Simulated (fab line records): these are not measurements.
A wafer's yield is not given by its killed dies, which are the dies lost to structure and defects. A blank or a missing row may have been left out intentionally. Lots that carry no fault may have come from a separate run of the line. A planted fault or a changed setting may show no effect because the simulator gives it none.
What tool caused it?	flow n5_finfet	33 wafers from 12 lots sampled at 4 of the route's 1938 steps

## WHAT THE GAUGES READ, wafer by wafer
The record holds no reading of a measuring or inspecting step that can be judged against a usual standard deviation.

## TOOL THAT RAN EACH LOT (tool first, then ch and the chambers of the sampled wafers, then the start)
lot	N5_BEOL_M3_ECD_50	N5_PASSIVATION_DESCUM_12	N5_PASSIVATION_PASS_ETCH_74	N5_PASSIVATION_PROBE_49
L851	ecd_cu-02 ch 0, day 7 09:00	rie_diel-01 ch 0,2, day 12 14:16	rie_diel-01 ch 0,2, day 12 14:20	-
L852	ecd_cu-02 ch 0,1, day 7 19:56	rie_diel-02 ch 0,1,3, day 12 18:47	rie_diel-02 ch 0,1,3, day 12 18:51	-
L854	ecd_cu-01 ch 0,1, day 7 23:40	rie_diel-03 ch 0,1,3, day 13 05:58	rie_diel-03 ch 0,1,3, day 13 06:02	-
L853	ecd_cu-02 ch 0,1, day 8 09:20	rie_diel-02 ch 1,3, day 13 13:32	rie_diel-02 ch 1,3, day 13 13:36	-
L855	ecd_cu-01 ch 0,1, day 8 14:08	rie_diel-03 ch 1,2, day 14 22:43	rie_diel-03 ch 1,2, day 14 22:47	-
L856	ecd_cu-02 ch 0,1, day 8 17:02	rie_diel-03 ch 0,1,3, day 13 18:58	rie_diel-03 ch 0,1,3, day 13 19:02	-
L857	ecd_cu-01 ch 0,1, day 8 17:11	rie_diel-03 ch 1,3, day 14 00:43	rie_diel-03 ch 1,3, day 14 00:49	-
L858	ecd_cu-01 ch 0,1, day 8 20:32	rie_diel-02 ch 1,2,3, day 14 02:04	rie_diel-02 ch 1,2,3, day 14 02:08	-
L863	ecd_cu-01 ch 0,1, day 10 19:38	rie_diel-01 ch 1,2,3, day 15 23:33	rie_diel-01 ch 1,2,3, day 15 23:37	prober-01, day 16 07:37
L865	ecd_cu-01 ch 0,1, day 11 18:15	rie_diel-03 ch 0,1,2, day 16 02:58	rie_diel-03 ch 0,1,2, day 16 03:02	prober-01, day 16 10:35
L868	ecd_cu-02 ch 0, day 12 07:43	rie_diel-01 ch 0,1, day 17 08:50	rie_diel-01 ch 0,1, day 17 08:55	-
L873	ecd_cu-02 ch 0,1, day 13 14:32	rie_diel-03 ch 0,1, day 18 15:10	rie_diel-03 ch 0,1, day 18 15:14	-
- N5_BEOL_M3_ECD_50: material Cu, target thk 300 nm.
- N5_PASSIVATION_DESCUM_12: chemistry O2, time 7.9 s.
- N5_PASSIVATION_PASS_ETCH_74: etches SiNx in CF4/O2, target depth 220 nm, time 110 s.
- N5_PASSIVATION_PROBE_49

## WHAT THE TOOLS THEMSELVES READ (means of the sampled wafers that have a number; where no wafer has one, the mark that the record gives instead)
N5_PASSIVATION_DESCUM_12. Usual: drypump_motor_current_A 6.0 A (standard deviation 0.41); o2_flow_sccm 225.1 sccm (standard deviation 0.64); oes_product_au 0.81 a.u. (standard deviation 0.088); rf_fwd_power_W 49.67 W (standard deviation 0.19); rf_vpp_V 243.0 V (standard deviation 1.4); showerhead_plenum_p_Torr 2.08 Torr (standard deviation 0.07); throttle_valve_pct 20.40 % (standard deviation 0.26).
lot	tool	drypump_motor_current_A (A)	o2_flow_sccm (sccm)	oes_product_au (a.u.)	rf_fwd_power_W (W)	rf_vpp_V (V)	showerhead_plenum_p_Torr (Torr)	throttle_valve_pct (%)	flag
L851	rie_diel-01	6.1	225.6	0.79	49.45	243.4	2.12	20.24	
L852	rie_diel-02	6.1	225.1	0.76	49.78	241.6	2.04	20.43	
L854	rie_diel-03	5.9	225.1	0.78	49.79	243.0	2.10	20.41	
L853	rie_diel-02	5.8	224.8	0.72	49.81	241.9	1.98	20.57	
L855	rie_diel-03	6.1	224.7	0.89	49.76	242.9	2.05	20.27	
L856	rie_diel-03	5.8	224.9	0.78	49.76	243.8	2.10	20.42	
L857	rie_diel-03	6.2	225.4	0.75	49.85	243.3	2.11	20.44	
L858	rie_diel-02	5.7	225.6	0.79	49.76	242.5	2.06	20.51	
L863	rie_diel-01	6.0	225.4	0.74	49.66	242.7	2.07	20.56	
L865	rie_diel-03	5.9	225.2	0.82	49.62	242.0	2.06	20.38	
L868	rie_diel-01	6.2	224.6	0.84	49.56	241.6	2.06	20.30	
L873	rie_diel-03	5.6	225.0	0.79	49.61	242.3	2.05	20.36	

N5_PASSIVATION_PASS_ETCH_74. Usual: O2_flow_sccm 10.01 sccm, standard deviation 0.031; drypump_motor_current_A 6.0 A, standard deviation 0.41; oes_ar_750_au 0.80 a.u., standard deviation 0.083; oes_product_au 0.81 a.u., standard deviation 0.096; rf_fwd_power_W 532.0 W, standard deviation 2; rf_vpp_V 244 V, standard deviation 7.8; showerhead_plenum_p_Torr 2.19 Torr, standard deviation 0.076; throttle_valve_pct 15.97 %, standard deviation 0.24.
lot	tool	O2_flow_sccm (sccm)	drypump_motor_current_A (A)	oes_ar_750_au (a.u.)	oes_product_au (a.u.)	rf_fwd_power_W (W)	rf_vpp_V (V)	showerhead_plenum_p_Torr (Torr)	throttle_valve_pct (%)	flag
L851	rie_diel-01	10.02	6.1	0.80	0.79	531.0	242	2.25	15.98	
L852	rie_diel-02	10.02	6.1	0.75	0.75	532.0	243	2.15	16.02	
L854	rie_diel-03	10.00	5.9	0.77	0.77	532.6	238	2.20	15.95	
L853	rie_diel-02	9.99	5.8	0.70	0.71	533.5	246	2.10	16.18	
L855	rie_diel-03	10.01	6.1	0.86	0.88	531.3	247	2.15	15.75	
L856	rie_diel-03	9.99	5.9	0.76	0.77	532.4	239	2.20	15.96	
L857	rie_diel-03	10.01	6.2	0.74	0.74	533.5	232	2.22	16.04	
L858	rie_diel-02	10.01	5.7	0.78	0.79	533.4	246	2.18	16.16	
L863	rie_diel-01	10.00	6.0	0.74	0.73	531.7	243	2.20	16.20	
L865	rie_diel-03	9.98	5.9	0.81	0.82	531.9	246	2.16	15.83	
L868	rie_diel-01	9.99	6.1	0.82	0.82	532.1	240	2.19	15.97	
L873	rie_diel-03	10.01	5.6	0.77	0.78	531.8	247	2.15	15.91	

N5_PASSIVATION_PROBE_49. Usual: defect_limited_yield 91.1 %, standard deviation 1.3; killed_at_M0_to_M3 32, standard deviation 9.7; killed_at_M4_up 16, standard deviation 6; killed_at_contacts 12, standard deviation 5.9; killed_at_front_end 41, standard deviation 11; killed_at_other 4, standard deviation 3.1; killed_dies 104, standard deviation 16; killed_on_rim 14, standard deviation 4; killed_open 68, standard deviation 12; killed_short 34, standard deviation 7.4; sort_bin_5_function 5.1 %, standard deviation 0.85; sort_bin_6_memory 3.3 %, standard deviation 0.66; sort_bin_8_speed 0.1 %, standard deviation 0.53; sort_n_pass 1075, standard deviation 16; sort_yield_pct 91.1 %, standard deviation 1.4.
lot	tool	defect_limited_yield (%)	killed_at_M0_to_M3	killed_at_M4_up	killed_at_contacts	killed_at_front_end	killed_at_other	killed_dies	killed_on_rim	killed_open	killed_short	sort_bin_5_function (%)	sort_bin_6_memory (%)	sort_bin_8_speed (%)	sort_n_pass	sort_yield_pct (%)	flag
L863	prober-01	67.7	311	13	7	41	9	382	50	66	36	19.8	10.6	0.0	798	67.7	OFF
L865	prober-01	70.0	277	18	10	48	1	354	45	65	27	18.6	9.8	0.0	826	70.0	OFF

## THE ANSWER, worked out from the rows above alone
Rule: a lot counts as off when the mean over its wafers that have a number is more than 3 standard deviations away from the usual mean. Also off: a lot with no number at a reading for which 4 or more lots have one. Where the step has rows for the other lots, those lots are counted as sound. Order of review: gauges by route order, followed by the tools' own readings, for which a lot's mean as printed above is used. At the first step where some lot is off, the reading lying furthest off is the one used; lots without a number count as furthest.
Off: L863, L865, at N5_PASSIVATION_PROBE_49 (killed_at_M0_to_M3). Neither off nor sound, because the step has no rows for them: L851, L852, L854, L853, L855, L856, L857, L858, L868, L873.
If a tool, at that step or one of the process steps before it, ran each lot that is off and ran no sound lot following the first of them, it fits. Can't be told from this: 2 tools fit, ecd_cu-01 at N5_BEOL_M3_ECD_50, prober-01 at N5_PASSIVATION_PROBE_49.

## WHAT THE SIMULATOR PUT IN
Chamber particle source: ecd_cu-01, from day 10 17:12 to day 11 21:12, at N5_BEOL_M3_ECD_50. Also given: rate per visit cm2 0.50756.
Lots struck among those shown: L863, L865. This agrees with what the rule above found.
